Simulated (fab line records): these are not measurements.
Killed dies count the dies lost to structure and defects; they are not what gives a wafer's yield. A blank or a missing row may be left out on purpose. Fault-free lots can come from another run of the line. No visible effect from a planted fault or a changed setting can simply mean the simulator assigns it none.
fab line records ; flow nand-harc
record: lots: 11; wafers: 33; last-day: 33
route steps=1302 shown A_CONTACT@1000 END@1302
lots that met no fault: taken from a fault-free run of the same line
start-h: start of the lot's first displayed wafer, in hours after the record's first day ; wait-h: how many hours have passed since the lot's step before this one ; " unchanged from the row above ; L1.1+2: a single row standing in for several wafers ; - no value present, or no start provided ; * or withheld: withheld ; < > ~ a bound
route shown NAME@n: names a module that has steps shown in the file, with the first one's number in the route ; usual: mean/standard deviation taken from wafers without a fault ; same: alike in all rows ; chamber/n: place in a boat ; sites: each site's reading ; _std_site: the standard deviation of these ; _edge_site: inner sites' mean taken away from outer sites' mean ; radius-mm: how far each site lies from the wafer's centre ; mask NAME#n: copy n ; behind: tool/chamber where the wafer was last shaped ; hold: reason for holding the lot/hours on hold/outcome of the hold ; device: the n, p or np transistor that did not switch ; end of line: the route-end tests of the same wafers ; a step with no rows: only its recipe ; killed: count of dies lost to structure and defects at first sort (not the wafer's yield) ; map: shows each die of a wafer: x if killed, . if not, _ if none is there
set.NAME: the setting that was run; set.NAME@STEP: the one run at that earlier step ; model.NAME: the simulator's own value behind a step, which no gauge read
a sample of lots followed through the steps of the route, with each step as a table and each wafer as a row
services: a tool's chamber out of use, with start hour (start-h, from the record's first day; less than 0 if before it), hours out, and reason
== steps ==
step: NHARC_A_CONTACT_DESCUM_47
recipe: time-s: 3; o2-flow-sccm: 200; ar-flow-sccm: 0; bias-power-w: 0; chemistry: O2
usual: drypump-motor-current-A: 5.8/0.66; oes-product-au: 1.002/0.0066; rf-vpp-V: 57.6/0.89; showerhead-plenum-p-Torr: 1.92/0.093; throttle-valve-pct: 11.311/0.0085
lot.wafer;tool;chamber;start-h;wait-h;drypump-motor-current-A;oes-product-au;rf-hours-counter-h;rf-vpp-V;showerhead-plenum-p-Torr;throttle-valve-pct
L454.3;rie-diel-04;3;508.21;0.1;6.3;0.999;20;58.9;1.93;11.307
L454.2;rie-diel-04;0;508.21;0.1;6.8;0.994;20;55.5;1.76;11.315
L454.4;rie-diel-04;2;508.21;0.1;5.7;1.000;19;58.3;2.00;11.320
L456.4;rie-diel-13;2;513.00;0.1;5.7;1.003;55;57.5;1.81;11.305
L456.1;rie-diel-13;0;513.00;0.1;6.4;0.999;61;58.1;1.80;11.320
L456.5;rie-diel-13;1;513.00;0.1;5.2;0.997;-;57.9;1.88;11.308
L463.4;rie-diel-04;0;595.54;0.1;6.8;1.000;8;58.1;2.07;11.300
L463.1;rie-diel-04;1;595.54;0.1;5.2;1.008;5;56.6;1.89;11.286
L463.5;rie-diel-04;1;595.54;0.1;5.2;1.006;-;58.8;1.89;11.318
L465.2;rie-diel-04;3;617.33;0.1;6.3;1.002;14;56.3;1.93;11.300
L465.4;rie-diel-04;0;617.33;0.1;6.8;1.003;12;57.9;2.07;11.316
L465.5;rie-diel-04;0;617.33;0.1;6.8;1.003;-;58.1;2.07;11.318
L466.2;rie-diel-04;3;619.22;0.1;6.3;1.010;15;57.9;1.93;11.301
L466.4;rie-diel-04;0;619.22;0.1;6.8;1.006;13;58.2;2.07;11.323
L466.3;rie-diel-04;2;619.22;0.1;5.7;1.006;11;57.6;1.99;11.301
L468.4;rie-diel-13;0;638.20;0.1;6.5;1.005;43;56.4;1.79;11.309
L468.1;rie-diel-13;1;638.20;0.1;5.2;1.012;37;57.8;1.87;11.308
L468.3;rie-diel-13;2;638.20;0.1;5.7;1.005;41;56.8;1.80;11.312
L467.3;rie-diel-12;1;640.96;0.1;4.8;1.003;2;58.8;1.87;11.301
L467.4;rie-diel-12;2;640.96;0.1;6.4;0.998;2;57.4;1.80;11.301
L467.6;rie-diel-12;0;640.96;0.1;5.0;1.000;-;58.6;2.06;11.311
L470.3;rie-diel-04;2;665.53;0.1;5.7;1.005;19;57.4;1.99;11.296
L470.1;rie-diel-04;3;665.53;0.1;6.2;1.014;23;57.3;1.92;11.325
L470.4;rie-diel-04;0;665.53;0.1;6.8;0.997;20;58.7;2.07;11.297
L474.1;rie-diel-04;2;686.24;0.1;5.7;1.012;22;58.4;1.99;11.323
L474.4;rie-diel-04;3;686.24;0.1;6.3;1.018;25;57.3;1.92;11.306
L474.5;rie-diel-04;2;686.24;0.1;5.7;1.013;-;58.1;1.99;11.296
L475.1;rie-diel-04;2;701.96;0.1;5.7;1.005;29;58.6;1.98;11.312
L475.5;rie-diel-04;0;701.96;0.1;6.8;0.991;-;59.2;2.07;11.318
L475.6;rie-diel-04;3;701.96;0.1;6.3;1.001;-;56.9;1.92;11.310
L476.2;rie-diel-04;2;719.81;0.1;5.7;1.007;0;58.5;1.98;11.305
L476.1;rie-diel-04;3;719.81;0.1;6.3;1.004;0;56.2;1.92;11.314
L476.6;rie-diel-04;1;719.81;0.1;5.1;1.003;-;55.7;1.88;11.320
step: NHARC_A_CONTACT_ETCH_49
recipe: target-depth-a: 2600; over-etch-frac: 0.3; time-s: 475.3; ion-energy-ev: 200; n2-flow-sccm: 150; h2-flow-sccm: 150; ar-flow-sccm: 0; rf-w: 400; bias-w: 150; chemistry: N2/H2
usual: bias-w: 150.0/0.42; chamber-pressure-mTorr: 29.999/0.029; drypump-motor-current-A: 5.8/0.67; oes-product-au: 1.002/0.0071; rf-vpp-V: 430.9/2.9; showerhead-plenum-p-Torr: 2.05/0.1; throttle-valve-pct: 14.171/0.0098
lot.wafer;tool;chamber;start-h;wait-h;bias-w;chamber-pressure-mTorr;drypump-motor-current-A;oes-product-au;rf-hours-counter-h;rf-vpp-V;showerhead-plenum-p-Torr;throttle-valve-pct
L454.3;rie-diel-04;2;-;-;150.9;29.990;5.7;1.002;19;433.0;2.13;14.183
L454.2;rie-diel-04;0;-;-;150.3;30.066;6.8;1.007;20;427.0;1.87;14.176
L454.4;rie-diel-04;1;-;-;150.5;29.940;5.1;1.007;15;429.8;2.02;14.164
L456.4;rie-diel-13;2;-;-;149.6;30.018;5.7;1.013;55;426.5;1.93;14.170
L456.1;rie-diel-13;3;-;-;149.5;30.024;5.0;0.998;62;433.1;2.11;14.180
L456.5;rie-diel-13;2;-;-;149.6;29.987;5.7;1.008;-;427.3;1.93;14.178
L463.1;rie-diel-04;3;-;-;150.3;29.975;6.2;1.012;10;430.3;2.05;14.189
L463.4;rie-diel-04;1;-;-;150.0;29.990;5.1;1.007;5;429.4;2.01;14.161
L463.5;rie-diel-04;3;-;-;150.0;29.991;6.3;1.008;-;431.2;2.05;14.173
L465.4;rie-diel-04;0;-;-;150.2;30.028;6.8;1.006;12;435.6;2.21;14.196
L465.2;rie-diel-04;2;-;-;149.7;30.005;5.7;1.004;10;433.6;2.13;14.161
L465.5;rie-diel-04;0;-;-;149.6;29.965;6.8;1.000;-;435.3;2.21;14.160
L466.4;rie-diel-04;3;-;-;150.1;29.993;6.2;0.998;15;430.5;2.05;14.181
L466.3;rie-diel-04;0;-;-;149.8;29.975;6.8;1.001;13;433.8;2.21;14.156
L466.2;rie-diel-04;1;-;-;150.5;30.021;5.2;0.996;9;428.8;2.01;14.177
L468.3;rie-diel-13;1;-;-;149.7;29.997;5.2;0.992;37;428.3;1.99;14.180
L468.4;rie-diel-13;2;-;-;150.6;29.982;5.8;1.002;41;426.9;1.91;14.182
L468.1;rie-diel-13;3;-;-;149.7;30.034;5.0;0.994;44;431.8;2.09;14.170
L467.3;rie-diel-12;1;-;-;150.9;30.021;4.8;1.006;2;428.8;1.99;14.162
L467.4;rie-diel-12;2;-;-;150.4;29.991;6.4;1.007;2;426.4;1.92;14.178
L467.6;rie-diel-12;1;-;-;149.5;30.056;4.8;0.994;-;429.6;1.99;14.162
L470.4;rie-diel-04;3;-;-;149.8;30.022;6.3;1.010;23;430.6;2.05;14.184
L470.1;rie-diel-04;0;-;-;149.9;30.032;6.8;1.016;20;435.7;2.21;14.182
L470.3;rie-diel-04;2;-;-;149.8;29.982;5.7;0.999;19;431.5;2.12;14.181
L474.1;rie-diel-04;0;-;-;150.1;29.969;6.8;1.018;22;434.6;2.21;14.177
L474.4;rie-diel-04;2;-;-;149.6;29.976;5.7;1.006;22;430.9;2.12;14.164
L474.5;rie-diel-04;0;-;-;150.0;30.023;6.8;1.002;-;434.4;2.21;14.151
L475.1;rie-diel-04;0;-;-;149.6;30.038;6.8;1.012;29;434.8;2.21;14.165
L475.6;rie-diel-04;0;-;-;150.1;30.032;6.8;1.016;-;434.7;2.21;14.178
L475.5;rie-diel-04;3;-;-;149.3;30.003;6.3;1.009;-;430.8;2.05;14.157
L476.1;rie-diel-04;1;-;-;148.8;29.985;5.1;0.989;0;429.3;2.01;14.182
L476.2;rie-diel-04;2;-;-;149.6;29.983;5.7;0.992;0;431.0;2.12;14.179
L476.6;rie-diel-04;0;-;-;150.5;29.968;6.8;1.000;-;435.6;2.21;14.169
step: NHARC_A_CONTACT_ETCH_121
recipe: source-w: withheld; pressure-mtorr: 20; bias-v: 3000; time-s: 190; target-depth-a: 18500; ar-flow-sccm: withheld; c4f8-flow-sccm: withheld; o2-flow-sccm: withheld; chemistry: C4F8/O2/Ar
usual: chamber-pressure-mTorr: 20.000/0.018; oes-air-line-au: 1.000/0.02
lot.wafer;tool;chamber;start-h;wait-h;chamber-pressure-mTorr;oes-air-line-au;rf-hours-counter-h
L454.2;har-cap-etch-02;0;511.80;0.1;19.981;0.998;84
L454.3;har-cap-etch-02;0;511.80;0.1;20.001;1.001;-
L454.4;har-cap-etch-02;1;511.80;0.1;19.987;1.023;-
L456.1;har-cap-etch-01;0;516.67;0.1;19.979;1.017;2
L456.4;har-cap-etch-01;1;516.67;0.1;19.956;0.965;-
L456.5;har-cap-etch-01;1;516.67;0.1;19.994;0.979;-
L463.1;har-cap-etch-02;0;599.10;0.1;19.997;1.002;100
L463.4;har-cap-etch-02;0;599.10;0.1;19.970;1.008;-
L463.5;har-cap-etch-02;0;599.10;0.1;19.999;1.002;-
L465.2;har-cap-etch-02;1;620.88;0.1;19.989;0.977;104
L465.4;har-cap-etch-02;0;620.88;0.1;20.012;1.003;-
L465.5;har-cap-etch-02;0;620.88;0.1;19.997;1.051;-
L466.2;har-cap-etch-03;0;622.79;0.1;19.968;0.979;64
L466.3;har-cap-etch-03;0;622.79;0.1;19.995;0.960;-
L466.4;har-cap-etch-03;1;622.79;0.1;20.007;1.024;-
L468.1;har-cap-etch-01;0;642.20;0.2;19.973;0.999;23
L468.4;har-cap-etch-01;1;642.20;0.2;19.995;1.008;-
L468.3;har-cap-etch-01;0;642.20;0.2;19.988;1.021;-
L467.4;har-cap-etch-03;0;644.56;0.1;19.992;0.930;-
L467.3;har-cap-etch-03;1;644.56;0.1;20.011;0.995;-
L467.6;har-cap-etch-03;1;644.56;0.1;20.001;0.959;-
L470.1;har-cap-etch-01;0;669.09;0.1;20.031;1.004;27
L470.3;har-cap-etch-01;1;669.09;0.1;19.978;1.000;-
L470.4;har-cap-etch-01;0;669.09;0.1;20.005;0.979;-
L474.1;har-cap-etch-02;1;690.24;0.1;20.008;0.977;116
L474.4;har-cap-etch-02;1;690.24;0.1;19.990;0.982;-
L474.5;har-cap-etch-02;0;690.24;0.1;20.037;1.011;-
L475.1;har-cap-etch-02;1;706.00;0.1;19.987;1.039;122
L475.6;har-cap-etch-02;1;706.00;0.1;19.979;0.997;-
L475.5;har-cap-etch-02;0;706.00;0.1;19.974;0.993;-
L476.1;har-cap-etch-03;1;723.35;0.1;20.016;0.967;82
L476.2;har-cap-etch-03;0;723.35;0.1;20.000;1.009;82
L476.6;har-cap-etch-03;1;723.35;0.1;20.008;0.982;-
step: NHARC_A_CONTACT_ETCH_90
recipe: target-depth-a: 400; over-etch-frac: 0.5; time-s: 85.7; ion-energy-ev: 120; ch3f-flow-sccm: 50; o2-flow-sccm: 30; ar-flow-sccm: 200; rf-w: 500; bias-w: 100; chemistry: CH3F/O2
usual: bias-w: 99.99/0.29; ch3f-flow-sccm: 49.99/0.16; drypump-motor-current-A: 5.8/0.66; oes-product-au: 0.96/0.034; rf-vpp-V: 244.7/1.7; showerhead-plenum-p-Torr: 2.49/0.11; throttle-valve-pct: 20.664/0.0094
lot.wafer;tool;chamber;start-h;wait-h;bias-w;ch3f-flow-sccm;drypump-motor-current-A;oes-product-au;rf-hours-counter-h;rf-vpp-V;showerhead-plenum-p-Torr;throttle-valve-pct
L454.4;rie-diel-04;0;513.14;0.6;99.43;50.03;6.8;0.93;21;242.4;2.27;20.666
L454.3;rie-diel-04;1;513.14;0.6;100.38;49.88;5.1;0.94;16;243.0;2.43;20.662
L454.2;rie-diel-04;2;513.14;0.6;99.99;49.83;5.7;0.93;20;246.2;2.56;20.650
L456.4;rie-diel-12;2;517.99;0.6;99.70;50.01;6.4;1.00;20;242.6;2.34;20.667
L456.1;rie-diel-12;0;517.99;0.6;100.69;50.03;5.0;0.99;17;247.4;2.65;20.679
L456.5;rie-diel-12;2;517.99;0.6;99.60;49.89;6.4;1.00;-;243.2;2.34;20.651
L463.1;rie-diel-04;1;600.40;0.9;99.73;50.06;5.1;0.95;6;244.3;2.43;20.667
L463.4;rie-diel-04;2;600.40;0.9;99.71;50.12;5.7;0.95;8;245.4;2.56;20.659
L463.5;rie-diel-04;2;600.40;0.9;99.91;49.84;5.7;0.94;-;245.3;2.56;20.672
L465.2;rie-diel-13;0;622.24;0.9;99.90;50.05;6.5;0.94;34;242.2;2.31;20.655
L465.4;rie-diel-13;2;622.24;0.9;100.33;49.93;5.8;0.93;-;242.9;2.32;20.663
L465.5;rie-diel-13;3;622.24;0.9;100.06;50.14;5.0;0.93;-;245.3;2.52;20.664
L466.3;rie-diel-04;1;624.19;0.8;100.06;49.67;5.1;0.92;11;244.3;2.43;20.674
L466.4;rie-diel-04;2;624.19;0.8;100.25;50.18;5.7;0.93;12;244.0;2.56;20.670
L466.2;rie-diel-04;3;624.19;0.8;99.90;49.91;6.2;0.92;16;244.7;2.47;20.662
L468.3;rie-diel-04;1;643.77;0.7;-;-;-;-;-;-;-;-
L468.1;rie-diel-04;2;643.77;0.7;-;-;-;-;-;-;-;-
L468.4;rie-diel-04;3;643.77;0.7;-;-;-;-;-;-;-;-
L467.4;rie-diel-04;1;645.81;0.7;-;-;-;-;-;-;-;-
L467.3;rie-diel-04;0;645.81;0.7;-;-;-;-;-;-;-;-
L467.6;rie-diel-04;1;645.81;0.7;-;-;-;-;-;-;-;-
L470.1;rie-diel-04;0;670.40;0.8;-;-;-;-;-;-;-;-
L470.3;rie-diel-04;1;670.40;0.8;-;-;-;-;-;-;-;-
L470.4;rie-diel-04;2;670.40;0.8;-;-;-;-;-;-;-;-
L474.1;rie-diel-04;2;691.57;0.8;100.15;50.25;5.7;0.93;25;246.1;2.55;20.665
L474.4;rie-diel-04;3;691.57;0.8;99.86;50.00;6.2;0.94;-;242.5;2.47;20.675
L474.5;rie-diel-04;0;691.57;0.8;99.55;50.10;6.8;0.93;-;246.5;2.65;20.671
L475.1;rie-diel-13;2;707.32;0.9;100.26;50.06;5.7;1.00;0;242.2;2.31;20.667
L475.5;rie-diel-13;2;707.32;0.9;100.56;49.99;5.7;0.99;-;241.8;2.31;20.648
L475.6;rie-diel-13;3;707.32;0.9;99.60;49.99;5.0;1.00;-;245.5;2.51;20.674
L476.2;rie-diel-12;2;724.70;0.8;99.96;50.14;6.4;0.93;36;242.0;2.31;20.654
L476.1;rie-diel-12;3;724.70;0.8;100.25;50.30;6.3;0.92;31;246.9;2.56;20.658
L476.6;rie-diel-12;0;724.70;0.8;99.91;50.22;5.0;0.93;-;246.5;2.63;20.674
step: NHARC_END_SORT_01
recipe: temp-c: 25
usual: killed-at-array: 52/16; killed-at-other: 0.8/1.1; killed-at-periphery: 4.2/2.5; killed-dies: 57/16; killed-open: 3.4/2; killed-short: 2.6/1.6
same: gross-dies: 677
lot.wafer;tool;chamber;start-h;wait-h;killed-at-array;killed-at-other;killed-at-periphery;killed-dies;killed-open;killed-short
L468.1;prober-02;0;708.25;2.5;671;0;6;677;4;5
L468.3;prober-02;0;709.86;3.1;671;0;6;677;2;4
L468.4;prober-02;0;710.67;3.4;672;1;4;677;3;5
L467.3;prober-01;0;709.83;3.1;673;2;2;677;1;3
L467.4;prober-01;0;710.64;3.4;675;0;2;677;1;5
L467.6;prober-01;0;712.25;4.0;675;0;2;677;4;0
L470.1;prober-02;0;742.85;2.5;670;2;5;677;8;3
L470.3;prober-02;0;744.47;3.1;669;0;8;677;6;4
L470.4;prober-02;0;745.28;3.4;673;1;3;677;4;4
killed by level:class
L468.1 A_CONTACT:area-etch=607 A_SLIT:chamber-film-flake=22 A_CHANNEL_HOLE_D2:chamber-film-flake=14 A_STAIRCASE:chamber-film-flake=7 A_CHANNEL_HOLE_D1:chamber-film-flake=6 A_CONTACT:chamber-film-flake=4 A_DECK1_JOINT:chamber-film-flake=3 A_CHANNEL_FILL_D1:geometric-particle:short=2
L467.3 A_CONTACT:area-etch=627 A_CHANNEL_HOLE_D1:chamber-film-flake=33 A_STAIRCASE:chamber-film-flake=4 A_SLIT:chamber-film-flake=2 A_CONTACT:chamber-film-flake=2 A_ONON_D1:geometric-particle:open=1 A_ONON_D1:geometric-particle:short=1 A_CHANNEL_HOLE_D1:geometric-particle:short=1
L468.3 A_CONTACT:area-etch=612 A_SLIT:chamber-film-flake=32 A_STAIRCASE:chamber-film-flake=8 A_CHANNEL_HOLE_D1:chamber-film-flake=6 A_CHANNEL_HOLE_D2:chamber-film-flake=5 P_ZERO_WELL:chamber-film-flake=2 A_CONTACT:chamber-film-flake=2 P_STI:geometric-particle:short=1
L467.4 A_CONTACT:area-etch=644 A_CHANNEL_HOLE_D1:chamber-film-flake=20 A_ONON_D1:geometric-particle:short=2 A_WL_FILL:geometric-particle:short=2 P_STI:chamber-film-flake=2 A_STAIRCASE:chamber-film-flake=2 A_CONTACT:chamber-film-flake=2 A_CHANNEL_FILL_D1:geometric-particle:short=1
L468.4 A_CONTACT:area-etch=625 A_SLIT:chamber-film-flake=20 A_CHANNEL_HOLE_D2:chamber-film-flake=9 A_STAIRCASE:chamber-film-flake=5 A_CONTACT:chamber-film-flake=4 P_ZERO_WELL:chamber-film-flake=2 P_GATE:geometric-particle:short=1 P_CONTACT:geometric-particle:open=1
L467.6 A_CONTACT:area-etch=639 A_CHANNEL_HOLE_D1:chamber-film-flake=25 A_STAIRCASE:chamber-film-flake=4 A_CONTACT:chamber-film-flake=3 P_CONTACT:geometric-particle:open=1 A_CHANNEL_FILL_D1:geometric-particle:open=1 A_DECK1_JOINT:geometric-particle:open=1 A_M0:geometric-particle:open=1
L470.1 A_CONTACT:area-etch=612 A_CHANNEL_HOLE_D1:chamber-film-flake=34 A_STAIRCASE:chamber-film-flake=5 A_CONTACT:chamber-film-flake=5 A_SLIT:chamber-film-flake=4 P_ZERO_WELL:chamber-film-flake=2 P_M2:chamber-film-flake=2 P_M0:geometric-particle:open=1
L470.3 A_CONTACT:area-etch=624 A_CHANNEL_HOLE_D1:chamber-film-flake=17 A_STAIRCASE:chamber-film-flake=12 A_CONTACT:chamber-film-flake=6 A_SLIT:chamber-film-flake=3 A_ONON_D1:geometric-particle:short=2 P_ZERO_WELL:chamber-film-flake=2 P_M2:chamber-film-flake=2
L470.4 A_CONTACT:area-etch=619 A_CHANNEL_HOLE_D1:chamber-film-flake=26 A_STAIRCASE:chamber-film-flake=11 A_SLIT:chamber-film-flake=6 P_M2:chamber-film-flake=3 A_CONTACT:chamber-film-flake=2 A_CHANNEL_HOLE_D1:geometric-particle:short=1 A_DECK1_JOINT:geometric-particle:short=1
== services ==
tool;chamber;start-h;hours;kind
rie-diel-04;0;486.01;-;clean
rie-diel-04;1;486.01;-;clean
rie-diel-04;2;486.01;-;clean
rie-diel-04;3;486.01;-;clean
har-cap-etch-01;-;497.00;17.0;pm
rie-diel-04;0;510.51;-;clean
rie-diel-04;1;510.51;-;clean
rie-diel-04;2;510.51;-;clean
rie-diel-04;3;510.51;-;clean
rie-diel-13;-;519.05;9.0;pm
rie-diel-04;-;532.01;9.0;pm
har-cap-etch-03;-;536.44;0.8;repair
rie-diel-04;2;541.95;6.8;repair
rie-diel-13;-;541.96;0.2;repair
rie-diel-12;3;581.97;1.5;repair
rie-diel-12;1;602.59;2.8;repair
rie-diel-04;3;614.29;2.4;repair
rie-diel-13;1;614.60;13.0;repair
rie-diel-12;-;623.40;9.0;pm
rie-diel-04;3;647.60;2.8;repair
rie-diel-12;1;650.10;4.9;repair
har-cap-etch-02;-;669.27;0.5;repair
rie-diel-13;-;696.05;9.0;pm
rie-diel-04;-;709.01;9.0;pm
== key ==
first-sign: step: NHARC_A_CONTACT_ETCH_90; reading: tool-record; direction: missing
effect: step: NHARC_END_SORT_01; reading: killed-at-array; direction: up; sigmas: 39; usual: 52; struck: 672
more-kills-born-at: NHARC_A_CONTACT_ETCH_90@rie-diel-04: 5610
met-at NHARC_A_CONTACT_ETCH_90
struck-lots L467,L468,L470
later-rows-left-out L467.3,L467.4,L467.6,L468.1,L468.3,L468.4,L470.1,L470.3,L470.4
tester-left-out L467,L468,L470
not-acting-at NHARC_A_CONTACT_DESCUM_47,NHARC_A_CONTACT_ETCH_49,NHARC_A_CONTACT_ETCH_121
onset-between 624.19 643.77
fault: kind: skipped-step-whole; tool: rie-diel-04; chamber: -; onset-h: 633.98; steps: NHARC_A_CONTACT_ETCH_90; scope: struck-lots-only
tester-left-out: of these lots the tester's yield and bins aren't shown, on N5 and GAA mostly nor the transistor test; their killed dies are dies lost to structure and defects alone, not to doping, threshold or leakage, so they don't give the yield
later-rows-left-out: the simulator's readings of these wafers behind a module that went badly wrong aren't trusted and aren't shown, but for the sort
